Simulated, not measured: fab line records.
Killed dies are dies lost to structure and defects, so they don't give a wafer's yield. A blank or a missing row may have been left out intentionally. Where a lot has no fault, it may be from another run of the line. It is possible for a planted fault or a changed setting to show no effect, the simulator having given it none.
A struck lot beside a sound one	flow nand-harc	15 steps out of a route of 1159
Sound: wafers L150.3, L150.4, L150.5. Wafers struck: L158.1, L158.3, L158.4. The cause is given at the end.
Each step with rows lists, per side, the tool, then ch with its chambers, then its first start. Under that, the readings that differ: sound wafers	struck wafers	difference of the means	sigmas: that difference in standard deviations of wafers without a fault.
alike: a reading whose means differ by less than 2 such deviations, as well as words and numbers matching on both sides. not compared: withheld readings; readings where some wafer has no value; bounds like >300 that might hide an equal value; numbers whose values overlap and for which the record gives no deviation.
Wherever a step has rows on one side only, a row that says differs or no value, or a row with sigmas, the two part there. Numbers that have no deviation but don't overlap get no sigmas and don't part them. Lack of a reading on every wafer of one side parts them only where that side has two or more wafers.

NHARC_A_CHANNEL_HOLE_D1_ETCH_44: etches the open film in CF4/O2, target depth 140 nm, overetch 14 nm, time 77 s.
  sound on rie-diel-12 ch 0,1,2, day 9 21:04; struck on rie-diel-04 ch 0,1,3, day 12 08:13
  alike: drypump-motor-current-A, mfc-ar-sccm, oes_o_777_au, oes-product-au, rf-fwd-power-W, rf-vpp-V, showerhead-plenum-p-Torr, throttle-valve-pct
  not compared: rf-hours-counter-h
NHARC_A_CHANNEL_HOLE_D1_STRIP_27: strips in O2.
  sound on rie-diel-12 ch 0,2,3; struck on rie-diel-04 ch 0,1,3
  alike: drypump-motor-current-A, mfc-ar-sccm, oes-product-au, rf-vpp-V, showerhead-plenum-p-Torr, throttle-valve-pct
  not compared: rf-hours-counter-h
then, 2 steps without rows for these wafers: NHARC_A_CHANNEL_HOLE_D1_PRECLEAN_28 (cleans in SC1); NHARC_A_CHANNEL_HOLE_D1_SRD_29.
NHARC_A_CHANNEL_HOLE_D1_CD_MEAS_30:
  sound: cd-sem-01 at day 9 21:54; struck: cd-sem-03 at day 12 09:01
reading	sound	struck	difference	sigmas
cd-nm (nm)	89.2 88.2 89.2	91.1 91.0 90.3	+1.9	+2
next, for these wafers, 1 step has no rows: NHARC_A_CHANNEL_HOLE_D1_XSEM_31.
NHARC_A_CHANNEL_HOLE_D1_INSPECT_40:
  sound: defect-inspect-02 at day 9 22:05; struck: defect-inspect-01 at day 12 09:11
  alike: raw-defect-count
then, 2 steps without rows for these wafers: NHARC_A_CHANNEL_FILL_D1_PRECLEAN_00 (cleans in SC1); NHARC_A_CHANNEL_FILL_D1_SRD_01.
NHARC_A_CHANNEL_FILL_D1_ALD_02: deposits SiO2, target thk 6 nm, pulse time 10 s, ald cycles 60.
  sound on ald-hk-03 ch 0,1,3, day 9 22:16; struck on ald-hk-01 ch 1,2,3, day 12 10:11
  alike: heater-power-w, precursor-pulse-height-rel, susceptor-temp-C
then, 1 step without rows for these wafers: NHARC_A_CHANNEL_FILL_D1_ALD_03 (deposits SiNx, target thk 6 nm, pulse time 60 s, ald cycles 58).
NHARC_A_CHANNEL_FILL_D1_ALD_14: deposits SiO2, target thk 2.5 nm, pulse time 10 s, ald cycles 25.
  sound on ald-hk-02 ch 2,3, day 10 08:04; struck on ald-hk-01 ch 1,2,3, day 12 17:17
  alike: heater-power-w, precursor-pulse-height-rel, susceptor-temp-C
NHARC_A_CHANNEL_FILL_D1_ALD_15: deposits SiNx, target thk 2 nm, pulse time 60 s, ald cycles 19.
  sound on ald-sin-batch-01 ch 0, day 10 11:11; struck on ald-sin-batch-01 ch 0, day 12 20:21
reading	sound	struck	difference	sigmas
susceptor-temp-C (C)	630.2 629.8 630.1	659.1 658.8 658.3	+28.7	+90
  alike: precursor-pulse-height-rel
NHARC_A_CHANNEL_FILL_D1_ALD_16: deposits SiO2, target thk 1.5 nm, pulse time 10 s, ald cycles 15.
  sound on ald-hk-03 ch 1,3, day 10 13:15; struck on ald-hk-01 ch 0,1,2, day 12 22:25
  alike: heater-power-w, precursor-pulse-height-rel, susceptor-temp-C
next, for these wafers, 1 step has no rows: NHARC_END_SORT_01.

## WHERE THEY PART
Last at NHARC_A_CHANNEL_FILL_D1_ALD_15 as far as this record goes, first at NHARC_A_CHANNEL_HOLE_D1_CD_MEAS_30. Later steps at which nothing parts them and some readings are alike: NHARC_A_CHANNEL_FILL_D1_ALD_16.

WHY: what the simulator had put in
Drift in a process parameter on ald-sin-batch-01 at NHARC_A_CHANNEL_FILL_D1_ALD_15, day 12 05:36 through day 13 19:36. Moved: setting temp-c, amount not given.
